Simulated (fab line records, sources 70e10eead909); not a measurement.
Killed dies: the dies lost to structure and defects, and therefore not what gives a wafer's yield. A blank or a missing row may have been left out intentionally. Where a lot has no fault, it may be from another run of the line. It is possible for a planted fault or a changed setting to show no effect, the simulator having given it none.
Struck lot and sound lot, side by side    flow nand_harc    13 out of 1159 route steps
Sound: these wafers, L834.2, L834.4, L834.6. Struck: wafer L844.1. (L844.2, L844.3 of the same lot were not struck and are left out.) The cause comes at the end.
At each step with rows: each side's tool, then ch and its chambers, then its first start. Under that, the readings that differ: sound wafers    struck wafers    difference of the means    sigmas: that difference in standard deviations of wafers without a fault.
alike: same words and numbers on both sides, and readings whose means sit less than 2 such deviations apart. not compared: any withheld reading, any reading some wafer has no value for, any bound like >300 that may hide the same value, and any number with overlapping values for which the record gives no deviation.
Wherever a step has rows on one side only, a row that says differs or no value, or a row with sigmas, the two part there. Numbers that don't overlap but have no deviation are shown without sigmas and don't part them. A reading that every wafer of one side lacks parts them only if that side has two wafers or more.

NHARC_A_STAIRCASE_DEP_417: deposits Si3N4, target thk 60 nm.
  sound on pecvd-02 ch 1,2, day 12 21:49; struck on pecvd-02 ch 2, day 15 19:00
  alike: heater_power_w
then, 3 steps without rows for these wafers: NHARC_A_STAIRCASE_WET_418 (chemistry H3PO4, target depth 20 nm); NHARC_A_STAIRCASE_PRECLEAN_419 (cleans in SC1); NHARC_A_STAIRCASE_SRD_421.
NHARC_A_STAIRCASE_ALD_420: deposits SiO2, target thk 20 nm, pulse time 6 s, ald cycles 200.
  sound on ald_hk-04 ch 0,1,2, day 13 01:43; struck on ald_hk-03 ch 2, day 15 22:47
reading                     sound              struck  difference  sigmas
precursor_pulse_height_rel  1.010 1.010 1.004  0.967   -0.041      -2
  alike: heater_power_w
then, 1 step without rows for these wafers: NHARC_A_STAIRCASE_CVD_552 (deposits SiNx, target thk 40 nm).
NHARC_A_STAIRCASE_DEP_151: deposits SiO2, target thk 3800 nm.
  sound on pecvd-02 ch 0,2, day 13 06:48; struck on pecvd-04 ch 0, day 16 07:06
  alike: heater_power_w, mfc_precursor_sccm
then, 1 step without rows for these wafers: NHARC_A_STAIRCASE_ANNEAL_320 (time 1800 s).
NHARC_A_STAIRCASE_DEP_322: deposits SiO2, target thk 3800 nm.
  sound on pecvd-01 ch 1, day 13 14:51; struck on pecvd-02 ch 2, day 16 15:58
  alike: heater_power_w, mfc_precursor_sccm
then, 1 step without rows for these wafers: NHARC_A_STAIRCASE_ANNEAL_323 (time 1800 s).
NHARC_A_STAIRCASE_DEP_325: deposits SiO2, target thk 3800 nm.
  sound on pecvd-01 ch 1,2, day 13 22:16; struck on pecvd-01 ch 2, day 17 02:21
reading                    sound              struck  difference  sigmas
mfc_precursor_sccm (sccm)  200.5 199.6 199.3  248.0   +48.2       +83
  alike: heater_power_w
then, 1 step without rows for these wafers: NHARC_A_STAIRCASE_ANNEAL_326 (time 1800 s).
-- record jumps: 6 days between struck wafers' starts before vs after; left off in module A_STAIRCASE, resumes in module END, first step shown is number 1159 of the route --
NHARC_END_SORT_01:
  sound on prober-02 ch 0, day 21 01:06; struck on prober-02 ch 0, day 23 12:25
  alike: killed_at_array, killed_at_other, killed_at_periphery, killed_dies, killed_open, killed_short

## WHERE THEY PART
Last at NHARC_A_STAIRCASE_DEP_325 as far as this record goes, first at NHARC_A_STAIRCASE_ALD_420. Later steps at which nothing parts them and some readings are alike: NHARC_END_SORT_01.

WHY: what had been put in by the simulator
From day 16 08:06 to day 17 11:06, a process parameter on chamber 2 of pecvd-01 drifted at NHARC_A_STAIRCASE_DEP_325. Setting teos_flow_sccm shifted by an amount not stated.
